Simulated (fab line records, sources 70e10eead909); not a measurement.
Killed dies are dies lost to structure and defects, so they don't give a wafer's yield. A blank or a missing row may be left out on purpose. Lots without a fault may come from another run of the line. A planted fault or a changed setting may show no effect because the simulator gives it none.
Chamber matching | flow nand_harc | NHARC_A_STAIRCASE_CMP_152 on cmp-01: 4 sister chambers
The step polishes. 4 wafers are shown with their chamber, then 7 later ones without.

WAFERS WITH THEIR CHAMBER
wafer  | chamber | motor_current_A (A)
L084.5 | 1       | 11.8
L084.6 | 2       | 11.0
L090.1 | 0       | 13.2
L090.3 | 3       | 10.6

WAFERS WITHOUT THEIR CHAMBER
wafer  | motor_current_A (A)
L090.5 | 11.4
L095.1 | 11.2
L095.2 | 12.1
L095.3 | 10.7
L097.1 | 12.3
L097.3 | 10.9
L097.5 | 10.4

WHICH CHAMBER EACH WENT THROUGH
wafer  | from the rows above          | in truth
L090.5 | can't be placed: 1 or 2 or 3 | 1
L095.1 | can't be placed: 2 or 3 or 1 | 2
L095.2 | 1                            | 1
L095.3 | can't be placed: 3 or 2      | 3
L097.1 | can't be placed: 1 or 0      | 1
L097.3 | can't be placed: 2 or 3      | 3
L097.5 | can't be placed: 3 or 2      | 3
Placed correctly: 1 of 7. Can't be placed from these rows: 6 (the true chamber is among the candidates in 6). Placed wrongly: 0.
How it was worked out, from the rows above alone: a wafer's distance from a chamber is the root of the sum, over the readings, of the square of ((its reading less the chamber's mean) divided by the reading's scatter). The wafer belongs to the nearest chamber; if the next one is less than 2 further off, it can't be placed. A chamber's mean is the mean of its shown wafers. The scatter: with one shown wafer a chamber, the root of the mean of the squares of how far each hidden wafer lies from its nearest shown one.
